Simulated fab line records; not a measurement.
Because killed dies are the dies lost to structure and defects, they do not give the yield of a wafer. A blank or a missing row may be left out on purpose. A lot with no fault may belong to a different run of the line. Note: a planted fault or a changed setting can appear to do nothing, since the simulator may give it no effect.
fab line records    flow n5Finfet    part 2 of 2: steps 20 to 28 of 28
record: lots: 5  wafers: 15  lastDay: 16
route steps=1938 shown BEOL_M13@1713 BEOL_M14@1716
lots that met no fault: taken from a fault-free run of the same line
startH: hours from the record's opening day to when the first of the lot's shown wafers began    waitH: time in hours since the lot's previous step    " same as the row above    L1.1+2: a single row standing in for several wafers    - value missing, or start not given    * or withheld: withheld    < > ~ a bound
route shown NAME@n: a module of which the file shows steps, and the number in the route of the first    usual: mean/standard deviation of fault-free wafers    same: alike in all rows    chamber/n: place in a boat    sites: each site's reading    _std_site: the values' standard deviation    _edge_site: mean of outer sites minus mean of inner sites    radiusMm: for every site, how far away it sits from the centre of the wafer    mask NAME#n: copy n    behind: tool/chamber where the wafer was last shaped    hold: reason for holding the lot/hours on hold/outcome of the hold    device: names the non-switching transistor (n, p or np)    end of line: tests of these same wafers at the route's end    for a step that has no rows: nothing shown but its recipe    killed: at the first sort, the dies lost to defects and structure; wafer yield is something else    map: a wafer's dies, x killed, . not, _ none there
set.NAME: the run value of the setting; set.NAME@STEP: its run value at that earlier step    model.NAME: the simulator's own value behind a step, which no gauge read
certain route steps with their lots: each step a table, each wafer a row
services: the hour from which a tool's chamber was out of use, counted from the record's first day as startH (under 0 if before that day), plus the number of hours and why
== steps ==
step: N5_BEOL_M14_STRIP_63
recipe: chemistry: O2  powerW: 600  tempC: 60  pressureMtorr: 30  rfFrequencyHz: 6e+07  biasPowerW: 0  overashFraction: 0.3  o2FlowSccm: 225
usual: drypumpMotorCurrentA: 5.6/0.53  oesProductAu: 0.80/0.062  rfVppV: 3.7/0.93  showerheadPlenumPTorr: 2.11/0.069  throttleValvePct: 16.59/0.19
lot.wafer  tool        chamber  startH  waitH  drypumpMotorCurrentA  oesProductAu  rfHoursCounterH  rfVppV  showerheadPlenumPTorr  throttleValvePct
L074.1     rieDiel-02  3        -       -      4.7                   0.71          223              2.7     2.07                   16.73
L074.2     "           0        "       "      6.2                   0.89          34               4.3     2.23                   16.45
L074.3     "           1        "       "      4.9                   0.79          112              3.7     2.11                   16.51
L077.3     rieDiel-04  1        -       -      6.6                   0.72          203              4.2     2.16                   16.96
L077.4     "           3        "       "      5.4                   0.81          -                4.5     2.21                   16.48
L077.5     "           0        "       "      5.8                   0.92          -                3.2     2.05                   16.49
L082.2     rieDiel-02  2        -       -      5.5                   0.85          53               4.4     2.04                   16.41
L082.3     "           0        "       "      6.2                   0.88          48               6.6     2.23                   16.50
L082.6     "           3        "       "      4.7                   0.71          -                2.7     2.06                   16.78
L084.3     rieDiel-04  0        -       -      5.8                   0.86          48               4.8     2.04                   16.52
L084.4     "           3        "       "      5.4                   0.80          105              5.3     2.20                   16.56
L084.5     "           2        "       "      5.7                   0.76          -                4.2     2.10                   16.85
L093.1     rieDiel-02  0        -       -      6.3                   0.82          74               4.5     2.22                   16.53
L093.5     "           2        "       "      5.5                   0.82          -                3.5     2.03                   16.45
L093.6     "           0        "       "      6.3                   0.82          -                2.3     2.22                   16.52
step: N5_BEOL_M14_STRIP_64
recipe: chemistry: O2  powerW: 600  tempC: 60  pressureMtorr: 30  rfFrequencyHz: 6e+07  biasPowerW: 0  overashFraction: 0.3  o2FlowSccm: 225
usual: drypumpMotorCurrentA: 5.6/0.54  oesProductAu: 0.80/0.062  rfVppV: 3.7/0.47  showerheadPlenumPTorr: 2.11/0.069  throttleValvePct: 16.59/0.19
lot.wafer  tool        chamber  startH  waitH  drypumpMotorCurrentA  oesProductAu  rfHoursCounterH  rfVppV  showerheadPlenumPTorr  throttleValvePct
L074.1     rieDiel-02  3        -       -      4.7                   0.72          223              3.8     2.07                   16.75
L074.2     "           0        "       "      6.2                   0.89          34               3.7     2.23                   16.47
L074.3     "           1        "       "      4.9                   0.79          112              3.7     2.11                   16.52
L077.3     rieDiel-04  1        -       -      6.6                   0.72          203              3.6     2.16                   16.98
L077.4     "           3        "       "      5.4                   0.82          -                3.3     2.21                   16.51
L077.5     "           0        "       "      5.8                   0.91          -                3.7     2.05                   16.49
L082.2     rieDiel-02  2        -       -      5.5                   0.86          53               4.7     2.04                   16.41
L082.3     "           0        "       "      6.2                   0.87          48               3.0     2.23                   16.46
L082.6     "           3        "       "      4.7                   0.70          -                3.1     2.06                   16.79
L084.3     rieDiel-04  0        -       -      5.8                   0.88          48               4.3     2.04                   16.55
L084.4     "           3        "       "      5.4                   0.80          105              4.3     2.20                   16.56
L084.5     "           2        "       "      5.7                   0.76          -                3.9     2.10                   16.83
L093.1     rieDiel-02  0        -       -      6.2                   0.84          74               3.6     2.22                   16.53
L093.5     "           2        "       "      5.5                   0.82          -                4.3     2.03                   16.43
L093.6     "           0        "       "      6.2                   0.84          -                3.3     2.22                   16.52
step: N5_BEOL_M14_STRIP_71
recipe: chemistry: postEtchResidueRemover  timeS: 60  tempC: 25  removerPh: withheld  removerWaterWtPct: withheld  removerFluorideWtPct: withheld
same: timeS: 60
lot.wafer   tool         chamber  startH  waitH
L074.1+2+3  wetBench-03  2,6,5    252.22  -
L077.3+4+5  wetBench-02  2,4,0    258.41  -
L082.2+3+6  wetBench-02  6,5,3    293.08  -
L084.3+4+5  wetBench-01  6,0,5    305.66  -
L093.1+5+6  wetBench-01  2,5,4    347.68  -
step: N5_BEOL_M14_SRD_72
recipe: timeS: 30  tempC: 23  rinseLiquid: diw  dry: n2Spin  spinRpm: 1500  dryTimeS: 30
same: dryTimeS: 30  timeS: 30
lot.wafer   tool         chamber  startH  waitH
L074.1+2+3  wetBench-03  2,6,5    252.24  0.0
L077.3+4+5  wetBench-02  2,4,0    258.43  0.0
L082.2+3+6  wetBench-02  6,5,3    293.10  0.0
L084.3+4+5  wetBench-01  6,0,5    305.68  0.0
L093.1+5+6  wetBench-01  2,5,4    347.70  0.0
step: N5_BEOL_M14_CD_MEAS_17
recipe: targetCdNm: 250  polarity: opening
usual: cdNm: 251.0/1.6
lot.wafer  tool      chamber  startH  waitH  cdNm
L074.1     cdSem-02  -        252.28  0.0    251.8
L074.2     "         -        "       "      252.4
L074.3     "         -        "       "      250.1
L077.3     cdSem-01  -        258.47  0.0    248.6
L077.4     "         -        "       "      250.5
L077.5     "         -        "       "      250.5
L082.2     cdSem-02  -        293.14  0.0    251.2
L082.3     "         -        "       "      253.1
L082.6     "         -        "       "      252.7
L084.3     cdSem-01  -        305.73  0.0    253.9
L084.4     "         -        "       "      251.1
L084.5     "         -        "       "      253.4
L093.1     cdSem-02  -        347.74  0.0    253.1
L093.5     "         -        "       "      251.5
L093.6     "         -        "       "      251.9
step: N5_BEOL_M14_COAT_65
recipe: resist: SOC  tempC: 250  timeS: 60  spinRpm: 1500  resistThkNm: 450
usual: dispensePressureKPa: 52/4.9  exhaustPa: 45.0/0.8  resistLineTempC: 23.00/0.11
same: timeS: 60
lot.wafer  tool           chamber  startH  waitH  dispensePressureKPa  exhaustPa  resistLineTempC
L074.1     lithoTrack-01  0        252.32  0.0    57                   45.4       23.11
L074.2     "              0        "       "      57                   45.7       22.96
L074.3     "              0        "       "      58                   46.6       22.98
L077.3     lithoTrack-05  0        258.50  0.0    49                   44.2       22.90
L077.4     "              0        "       "      48                   44.6       22.89
L077.5     "              0        "       "      48                   44.9       22.94
L082.2     lithoTrack-05  0        293.18  0.0    48                   44.2       23.10
L082.3     "              0        "       "      48                   43.9       23.01
L082.6     "              0        "       "      49                   45.3       23.02
L084.3     lithoTrack-01  0        305.76  0.0    57                   46.8       22.95
L084.4     "              0        "       "      57                   45.2       23.04
L084.5     "              0        "       "      57                   46.7       22.96
L093.1     lithoTrack-05  0        347.77  0.0    49                   44.5       23.04
L093.5     "              0        "       "      49                   45.6       22.87
L093.6     "              0        "       "      48                   45.0       22.76
step: N5_BEOL_M14_COAT_66
recipe: resist: SiARC  tempC: 220  timeS: 60  spinRpm: 1500  resistThkNm: 110
usual: dispensePressureKPa: 52/4.9  exhaustPa: 45.2/0.9  resistLineTempC: 23.00/0.088
same: timeS: 60
lot.wafer  tool           chamber  startH  waitH  dispensePressureKPa  exhaustPa  resistLineTempC
L074.1     lithoTrack-01  0        -       -      57                   44.3       23.15
L074.2     "              0        "       "      57                   45.0       23.02
L074.3     "              0        "       "      57                   44.8       22.92
L077.3     lithoTrack-05  0        -       -      49                   44.1       22.87
L077.4     "              0        "       "      48                   44.2       22.87
L077.5     "              0        "       "      48                   44.3       22.95
L082.2     lithoTrack-05  0        -       -      48                   45.0       22.99
L082.3     "              0        "       "      48                   45.4       23.03
L082.6     "              0        "       "      48                   45.4       22.96
L084.3     lithoTrack-01  0        -       -      57                   44.3       22.97
L084.4     "              0        "       "      57                   45.2       22.93
L084.5     "              0        "       "      57                   43.8       22.93
L093.1     lithoTrack-05  0        -       -      48                   43.3       22.95
L093.5     "              0        "       "      48                   44.3       22.87
L093.6     "              0        "       "      48                   44.0       22.78
step: N5_BEOL_M14_COAT_22
recipe: spinRpm: 2888  resistThkNm: 300
usual: dispensePressureKPa: 52/4.9  exhaustPa: 44.8/0.82  resistLineTempC: 22.99/0.092
lot.wafer  tool           chamber  startH  waitH  dispensePressureKPa  exhaustPa  resistLineTempC
L074.1     lithoTrack-01  0        -       -      57                   43.9       22.95
L074.2     "              0        "       "      57                   45.1       22.93
L074.3     "              0        "       "      57                   44.4       23.06
L077.3     lithoTrack-05  0        -       -      49                   46.5       23.00
L077.4     "              0        "       "      48                   44.6       22.83
L077.5     "              0        "       "      48                   45.3       22.83
L082.2     lithoTrack-05  0        -       -      49                   45.3       23.05
L082.3     "              0        "       "      49                   46.3       23.03
L082.6     "              0        "       "      48                   44.6       22.99
L084.3     lithoTrack-01  0        -       -      57                   44.0       23.07
L084.4     "              0        "       "      57                   44.0       22.81
L084.5     "              0        "       "      57                   43.4       22.74
L093.1     lithoTrack-05  0        -       -      48                   45.6       23.08
L093.5     "              0        "       "      48                   46.8       22.91
L093.6     "              0        "       "      48                   45.6       23.09
step: N5_BEOL_M14_EBR_24
recipe: solvent: PGMEA  ebrWidthMm: 1.5
usual: exhaustPa: 45.2/0.95  resistLineTempC: 22.99/0.1
lot.wafer  tool           chamber  startH  waitH  exhaustPa  resistLineTempC
L074.1     lithoTrack-01  0        -       -      45.7       22.99
L074.2     "              0        "       "      45.8       22.80
L074.3     "              0        "       "      45.2       22.79
L077.3     lithoTrack-05  0        -       -      46.4       22.98
L077.4     "              0        "       "      45.8       22.74
L077.5     "              0        "       "      45.5       23.03
L082.2     lithoTrack-05  0        -       -      43.6       22.98
L082.3     "              0        "       "      43.9       22.99
L082.6     "              0        "       "      45.2       23.03
L084.3     lithoTrack-01  0        -       -      45.6       23.09
L084.4     "              0        "       "      45.4       23.17
L084.5     "              0        "       "      43.9       23.20
L093.1     lithoTrack-05  0        -       -      45.4       22.85
L093.5     "              0        "       "      45.7       22.98
L093.6     "              0        "       "      46.0       22.82
== services ==
tool           chamber  startH  hours  kind
krfScanner-02  -        234.91  1.9    repair
krfScanner-01  -        240.56  1.5    pm
krfScanner-01  -        242.68  0.7    repair
pecvd-03       -        243.56  0.8    repair
lithoTrack-04  -        249.56  -      consumableReplace:filter
krfScanner-01  -        250.56  1.0    pm
pecvd-02       1        254.24  5.4    repair
lithoTrack-05  -        268.12  -      consumableReplace:filter
pecvd-03       2        281.75  5.9    repair
rieDiel-04     1        288.71  11.0   repair
krfScanner-02  -        291.05  1.3    pm
krfScanner-01  -        294.96  0.8    pm
rieDiel-04     -        298.50  2.8    pm
pecvd-03       1        300.38  -      calibration
krfScanner-02  -        312.95  4.4    pm
krfScanner-01  -        317.32  1.3    pm
krfScanner-02  -        317.61  1.5    repair
pecvd-02       -        323.11  2.0    repair
krfScanner-02  -        325.87  0.8    pm
krfScanner-02  -        334.63  1.0    pm
rieDiel-04     3        340.45  5.4    repair
